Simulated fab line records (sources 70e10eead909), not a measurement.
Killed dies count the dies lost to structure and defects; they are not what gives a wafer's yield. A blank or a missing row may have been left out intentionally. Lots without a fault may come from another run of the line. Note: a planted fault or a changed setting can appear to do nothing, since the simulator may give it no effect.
Chamber matching | flow nand-harc | NHARC_A_CHANNEL_FILL_D2_ETCHBACK_20 on rie-diel-12: 4 sister chambers
The step etches the open film in C4F8/O2/Ar, target depth 27 nm, time 13.5 s. 8 wafers are shown with their chamber, then 7 later ones without.

== WAFERS PAIRED WITH THEIR CHAMBERS ==
wafer  | chamber | rf-vpp-V (V) | rf-fwd-power-W (W)
L078.6 | 1       | 986          | 589.2
L082.1 | 3       | 989          | 586.4
L083.3 | 3       | 990          | 585.7
L085.2 | 0       | 975          | 585.3
L085.3 | 2       | 971          | 586.6
L085.6 | 2       | 970          | 586.5
L090.1 | 1       | 985          | 587.9
L090.2 | 0       | 975          | 587.8

== WAFERS WHOSE CHAMBER IS MISSING ==
wafer  | rf-vpp-V (V) | rf-fwd-power-W (W)
L090.4 | 989          | 585.5
L092.4 | 970          | 584.7
L092.5 | 986          | 589.0
L092.6 | 971          | 587.5
L093.1 | 976          | 583.3
L093.4 | 989          | 583.9
L093.5 | 990          | 583.8

== THE CHAMBER EACH PASSED THROUGH ==
wafer  | from the rows above | in truth
L090.4 | 3                   | 3
L092.4 | 2                   | 2
L092.5 | 1                   | 1
L092.6 | 2                   | 2
L093.1 | 0                   | 0
L093.4 | 3                   | 3
L093.5 | 3                   | 3
Placed correctly: 7 of 7. Number that these rows cannot place: 0. 0 placed wrongly.
How it was worked out, from the rows above alone: a wafer's distance from a chamber is the root of the sum, over the readings, of the square of ((its reading less the chamber's mean) divided by the reading's scatter). If the next closest chamber is less than 2 further off than the closest, the wafer can't be placed; otherwise it belongs to the closest. A chamber's mean is the mean of its shown wafers. The scatter: the root of (the sum of the squares of (reading less its chamber's mean) over the shown wafers, divided by (wafers less chambers)).
